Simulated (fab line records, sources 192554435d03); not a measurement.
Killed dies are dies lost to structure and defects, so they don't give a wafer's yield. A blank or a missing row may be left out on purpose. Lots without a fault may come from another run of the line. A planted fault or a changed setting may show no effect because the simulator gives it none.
Split-lot experiment | flow n5_finfet | 7 lots, 21 wafers read, on a route of 1938 steps

THE SPLIT
At N5_BEOL_M5_COAT_22 (resist thk 30 nm), the setting spin_rpm was moved away from the recipe's 1500 rpm on 8 of the 21 wafers read, by +4.1% to +10.4%. The other wafers ran this setting at the recipe's value.

FROM THE SPLIT TO THE READING: what the file shows between them, 6 steps
- N5_BEOL_M5_EBR_24
- N5_BEOL_M5_SOFTBAKE_23: time 60 s
- N5_BEOL_M5_EXPOSE_25: exposes mask V4, defocus 10 nm
- N5_BEOL_M5_PEB_26: peb time 60 s
- N5_BEOL_M5_DEVELOP_27: develop time 30 s
- N5_BEOL_M5_DESCUM_33: chemistry O2, time 7 s

THE READING
CAR-EUV_of_BEOL_M5_COAT_22.thk_nm (the simulator's own value, which no gauge read), in nm, at N5_BEOL_M5_ETCH_75 (etches underlayer in N2/H2, target depth 6.5 nm, time 5.2 s). The file gives no usual value for it. The 13 wafers here that ran the recipe average 20.3 nm, standard deviation 0.092 nm.

wafer  | tool, chamber at the split | spin_rpm as run, rpm | against the recipe | CAR-EUV_of_BEOL_M5_COAT_22.thk_nm, nm | against lot-mates on the recipe
L078.3 | litho_track-03, 0          | 1500                 | recipe             | 20.2                                  | -
L078.4 | litho_track-03, 0          | 1500                 | recipe             | 20.4                                  | -
L078.5 | litho_track-03, 0          | 1500                 | recipe             | 20.4                                  | -
L082.2 | litho_track-03, 0          | 1562                 | +4.1%              | 19.8                                  | no lot-mate on the recipe
L082.4 | litho_track-03, 0          | 1562                 | +4.1%              | 19.8                                  | no lot-mate on the recipe
L082.6 | litho_track-03, 0          | 1562                 | +4.1%              | 19.8                                  | no lot-mate on the recipe
L084.1 | litho_track-01, 0          | 1500                 | recipe             | 20.4                                  | -
L084.2 | litho_track-01, 0          | 1500                 | recipe             | 20.4                                  | -
L084.4 | litho_track-01, 0          | 1500                 | recipe             | 20.4                                  | -
L086.1 | litho_track-01, 0          | 1608                 | +7.2%              | 19.4                                  | -1.0
L086.6 | litho_track-01, 0          | 1608                 | +7.2%              | 19.4                                  | -1.0
L086.5 | litho_track-01, 0          | 1500                 | recipe             | 20.4                                  | -
L090.4 | litho_track-01, 0          | 1656                 | +10.4%             | 19                                    | -1.4
L090.6 | litho_track-01, 0          | 1656                 | +10.4%             | 19                                    | -1.4
L090.5 | litho_track-01, 0          | 1500                 | recipe             | 20.4                                  | -
L089.1 | litho_track-04, 0          | 1500                 | recipe             | 20.4                                  | -
L089.3 | litho_track-04, 0          | 1500                 | recipe             | 20.2                                  | -
L089.4 | litho_track-04, 0          | 1500                 | recipe             | 20.2                                  | -
L093.1 | litho_track-03, 0          | 1584                 | +5.6%              | 19.6                                  | -0.7
L093.4 | litho_track-03, 0          | 1500                 | recipe             | 20.4                                  | -
L093.6 | litho_track-03, 0          | 1500                 | recipe             | 20.2                                  | -

THE FIT
A straight line over all 21 wafers: CAR-EUV_of_BEOL_M5_COAT_22.thk_nm changes by -0.129 nm for each +1% of spin_rpm; r = -0.99; the points scatter about the line by 0.076 nm.
The same after taking each lot's own level away (the mean of its wafers on the recipe; 18 wafers): -0.135 nm for each +1%; r = -0.99; scatter 0.07 nm.
On that fit, the largest move of spin_rpm shifts the reading by 1.4 nm.
The lots' own levels span 20.27 to 20.40 nm, that is 1.4 times the standard deviation above.
So the lot-to-lot level changes the slope little: the two slopes agree.
Check: with one of the wafers moved furthest among these (+10.4%) left out of the fit, the line predicts -1.41 nm for it against its lot-mates. It came out at -1.4 nm against them.

THE WHOLE CHAIN: every reading that the file lists as answering this split, in the file's order
step                  | what it does                                                | reading                                                                            | change (the file's fit)               | r (the file's)
N5_BEOL_M5_COAT_22    | resist thk 30 nm                                            | CAR-EUV_of_BEOL_M5_COAT_22.thk_nm (the simulator's own value, which no gauge read) | -0.152 nm for each +1% of the setting | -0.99
N5_BEOL_M5_DEVELOP_27 | develop time 30 s                                           | CAR-EUV_of_BEOL_M5_COAT_22.thk_nm (the simulator's own value, which no gauge read) | -0.141 nm for each +1% of the setting | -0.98
N5_BEOL_M5_ETCH_75    | etches underlayer in N2/H2, target depth 6.5 nm, time 5.2 s | CAR-EUV_of_BEOL_M5_COAT_22.thk_nm (the simulator's own value, which no gauge read) | -0.134 nm for each +1% of the setting | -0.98

THE FILE'S OWN FIT
CAR-EUV_of_BEOL_M5_COAT_22.thk_nm changes by -0.134 nm for each +1% of spin_rpm, r = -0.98.
